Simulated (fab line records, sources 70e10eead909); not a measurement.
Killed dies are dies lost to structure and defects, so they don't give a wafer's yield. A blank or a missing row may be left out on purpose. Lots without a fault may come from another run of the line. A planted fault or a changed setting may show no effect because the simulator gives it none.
Chamber matching | flow nand_harc | NHARC_A_STAIRCASE_DEP_471 on pecvd-03: 3 sister chambers
The step deposits SiO2, target thk 100 nm. 3 wafers are shown with their chamber, then 7 later ones without.

WAFERS WITH THEIR CHAMBER
wafer  | chamber | throttle_valve_pct (%)
L088.5 | 2       | 15.3
L091.1 | 0       | 15.7
L091.2 | 1       | 16.3

WAFERS WITHOUT THEIR CHAMBER
wafer  | throttle_valve_pct (%)
L091.5 | 16.3
L093.1 | 16.1
L093.2 | 16.0
L093.6 | 15.7
L096.1 | 15.5
L096.4 | 15.7
L096.6 | 15.4

WHICH CHAMBER EACH WENT THROUGH
wafer  | from the rows above     | in truth
L091.5 | 1                       | 1
L093.1 | can't be placed: 1 or 0 | 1
L093.2 | can't be placed: 0 or 1 | 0
L093.6 | 0                       | 0
L096.1 | can't be placed: 0 or 2 | 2
L096.4 | 0                       | 0
L096.6 | can't be placed: 2 or 0 | 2
Placed correctly: 3 of 7. Can't be placed from these rows: 4 (the true chamber is among the candidates in 4). Placed wrongly: 0.
How it was worked out, from the rows above alone: a wafer's distance from a chamber is the root of the sum, over the readings, of the square of ((its reading less the chamber's mean) divided by the reading's scatter). The wafer belongs to the nearest chamber; if the next one is less than 2 further off, it can't be placed. A chamber's mean is the mean of its shown wafers. The scatter: with one shown wafer a chamber, the root of the mean of the squares of how far each hidden wafer lies from its nearest shown one.
